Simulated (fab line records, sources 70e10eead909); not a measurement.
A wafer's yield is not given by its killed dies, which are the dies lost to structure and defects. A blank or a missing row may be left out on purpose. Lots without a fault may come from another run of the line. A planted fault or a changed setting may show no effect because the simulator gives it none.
Matching of chambers :: flow nand_harc :: NHARC_A_STAIRCASE_TRIM_200 on rie_diel-01 has 4 sister chambers
The step chemistry O2, time 211.2 s. 8 wafers are shown with their chamber, then 8 later ones without.

== WAFERS WITH THEIR CHAMBER ==
wafer: L777.4
chamber: 2
showerhead_plenum_p_Torr (Torr): 3.63
run_length_s (s): 232.7

wafer: L781.1
chamber: 2
showerhead_plenum_p_Torr (Torr): 3.63
run_length_s (s): 232.7

wafer: L781.6
chamber: 3
showerhead_plenum_p_Torr (Torr): 3.48
run_length_s (s): 232.2

wafer: L790.6
chamber: 0
showerhead_plenum_p_Torr (Torr): 3.30
run_length_s (s): 232.8

wafer: L791.1
chamber: 3
showerhead_plenum_p_Torr (Torr): 3.47
run_length_s (s): 232.1

wafer: L791.5
chamber: 1
showerhead_plenum_p_Torr (Torr): 3.34
run_length_s (s): 232.6

wafer: L791.6
chamber: 0
showerhead_plenum_p_Torr (Torr): 3.30
run_length_s (s): 232.7

wafer: L793.1
chamber: 1
showerhead_plenum_p_Torr (Torr): 3.34
run_length_s (s): 231.9

== WAFERS MISSING THEIR CHAMBER ==
wafer: L793.3
showerhead_plenum_p_Torr (Torr): 3.46
run_length_s (s): 231.6

wafer: L793.4
showerhead_plenum_p_Torr (Torr): 3.29
run_length_s (s): 232.6

wafer: L797.1
showerhead_plenum_p_Torr (Torr): 3.61
run_length_s (s): 232.9

wafer: L797.2
showerhead_plenum_p_Torr (Torr): 3.46
run_length_s (s): 231.7

wafer: L797.4
showerhead_plenum_p_Torr (Torr): 3.34
run_length_s (s): 232.9

wafer: L798.3
showerhead_plenum_p_Torr (Torr): 3.29
run_length_s (s): 232.5

wafer: L798.4
showerhead_plenum_p_Torr (Torr): 3.46
run_length_s (s): 232.1

wafer: L798.6
showerhead_plenum_p_Torr (Torr): 3.29
run_length_s (s): 232.9

== CHAMBER TAKEN BY EACH ==
wafer: L793.3
from the rows above: 3
in truth: 3

wafer: L793.4
from the rows above: 0
in truth: 0

wafer: L797.1
from the rows above: 2
in truth: 2

wafer: L797.2
from the rows above: 3
in truth: 3

wafer: L797.4
from the rows above: 1
in truth: 1

wafer: L798.3
from the rows above: 0
in truth: 0

wafer: L798.4
from the rows above: 3
in truth: 3

wafer: L798.6
from the rows above: 0
in truth: 0
8 of 8 placed correctly. Number that these rows cannot place: 0. Number placed wrongly: 0.
How it was worked out, from the rows above alone: a wafer's distance from a chamber is the root of the sum, over the readings, of the square of ((its reading less the chamber's mean) divided by the reading's scatter). If the next closest chamber is less than 2 further off than the closest, the wafer can't be placed; otherwise it belongs to the closest. A chamber's mean is the mean of its shown wafers. How the scatter is found: for the shown wafers, subtract from each reading the mean of its chamber, square and add these, divide the total by (wafers less chambers), then take the root.
